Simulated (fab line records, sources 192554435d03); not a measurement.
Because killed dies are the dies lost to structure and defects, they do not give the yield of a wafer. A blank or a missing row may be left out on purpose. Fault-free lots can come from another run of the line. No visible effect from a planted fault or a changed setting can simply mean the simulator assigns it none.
Split-lot study -- flow n5Finfet -- 39 wafers read from 7 lots, route of 1938 steps

== ABOUT THE SPLIT ==
At N5_MIM_BOT_SPUTTER_00 (material TiN, target thk 35 nm, time 89.7 s), the setting targetThkA was moved away from the recipe's 350 angstrom on 9 of the 39 wafers read, by -25.9% to +56.9%. The other wafers ran this setting at the recipe's value.

The reading is taken at the split's own step.

== THE READING ==
TiN_of_MIM_BOT_SPUTTER_00.thkNm (the simulator's own value, which no gauge read), in nm, at N5_MIM_BOT_SPUTTER_00 (material TiN, target thk 35 nm, time 89.7 s). There is no usual value for it anywhere in the file. Across the 30 wafers here that went through the recipe, the average is 35.0 nm and the standard deviation 0.43 nm.

wafer,"tool, chamber at the split","targetThkA as run, angstrom",against the recipe,"TiN_of_MIM_BOT_SPUTTER_00.thkNm, nm",against lot-mates on the recipe
L078.1,"pvdSputter-03, -",549.2,+56.9%,54.2,+19.6
L078.2,"pvdSputter-03, -",549.2,+56.9%,54.8,+20.2
L078.5,"pvdSputter-03, -",549.2,+56.9%,54.8,+20.2
L078.3,"pvdSputter-03, -",350,recipe,35,-
L078.4,"pvdSputter-03, -",350,recipe,34.4,-
L078.6,"pvdSputter-03, -",350,recipe,34.4,-
L079.4,"pvdSputter-03, -",350,recipe,34.4,-
L079.5,"pvdSputter-03, -",350,recipe,34.4,-
L079.6,"pvdSputter-03, -",350,recipe,34.8,-
L086.1,"pvdSputter-01, -",350,recipe,35.8,-
L086.2,"pvdSputter-01, -",350,recipe,34.8,-
L086.3,"pvdSputter-01, -",350,recipe,34.8,-
L086.5,"pvdSputter-01, -",350,recipe,34.8,-
L086.4,"pvdSputter-01, -",350,recipe,35,-
L086.6,"pvdSputter-01, -",350,recipe,35.4,-
L091.1,"pvdSputter-03, -",259.2,-25.9%,26.2,-8.8
L091.2,"pvdSputter-03, -",259.2,-25.9%,26,-9.0
L091.3,"pvdSputter-03, -",350,recipe,34.8,-
L091.6,"pvdSputter-03, -",350,recipe,34.8,-
L091.4,"pvdSputter-03, -",259.2,-25.9%,25.4,-9.6
L091.5,"pvdSputter-03, -",350,recipe,35.4,-
L090.1,"pvdSputter-02, -",350,recipe,34.8,-
L090.2,"pvdSputter-02, -",350,recipe,35.4,-
L090.3,"pvdSputter-02, -",350,recipe,35,-
L090.6,"pvdSputter-02, -",350,recipe,35,-
L090.4,"pvdSputter-02, -",350,recipe,34.4,-
L090.5,"pvdSputter-02, -",350,recipe,35.2,-
L089.1,"pvdSputter-01, -",468.9,+34.0%,47.6,+12.1
L089.2,"pvdSputter-01, -",350,recipe,35,-
L089.3,"pvdSputter-01, -",468.9,+34.0%,47,+11.5
L089.4,"pvdSputter-01, -",468.9,+34.0%,47,+11.5
L089.5,"pvdSputter-01, -",350,recipe,36,-
L089.6,"pvdSputter-01, -",350,recipe,35.4,-
L096.1,"pvdSputter-02, -",350,recipe,35,-
L096.2,"pvdSputter-02, -",350,recipe,35.6,-
L096.3,"pvdSputter-02, -",350,recipe,35.8,-
L096.4,"pvdSputter-02, -",350,recipe,35.2,-
L096.6,"pvdSputter-02, -",350,recipe,35.2,-
L096.5,"pvdSputter-02, -",350,recipe,35.4,-

THE FIT
A straight line over all 39 wafers: TiN_of_MIM_BOT_SPUTTER_00.thkNm changes by +0.348 nm for each +1% of targetThkA; r = +1.00; the points scatter about the line by 0.43 nm.
The same after taking each lot's own level away (the mean of its wafers on the recipe; 39 wafers): +0.35 nm for each +1%; r = +1.00; scatter 0.32 nm.
The reading moves by 20 nm for the largest change in targetThkA, on that fit.
Across the lots, their own levels run from 34.53 to 35.47 nm, a range of 2.2 times the standard deviation given above.
Consequently the slope shifts little with the lot-to-lot level, the two slopes agreeing.
Check: with one of the wafers moved furthest among these (+56.9%) left out of the fit, the line predicts +20 nm for it against its lot-mates. Against them it came out at +19.6 nm.

== FURTHER SPLITS ON THESE WAFERS ==
These wafers also went through other splits before the reading. Each is held against what the fit with the lots' levels taken away leaves over:
other split on the same wafers,wafers away from the commonest value,r with TiN_of_MIM_BOT_SPUTTER_00.thkNm (lot level and that fit taken away)
N5_BEOL_M7_DEP_56 targetThkA,12,+0.07
N5_BEOL_M9_ETCH_66 timeS,18,-0.01
N5_BEOL_M11_TRENCH_ETCH_37 targetDepthA,18,-0.10
N5_BEOL_M15_ETCH_61 timeS,6,-0.16

== FILE'S OWN FIT ==
TiN_of_MIM_BOT_SPUTTER_00.thkNm changes by +0.35 nm for each +1% of targetThkA, r = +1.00.
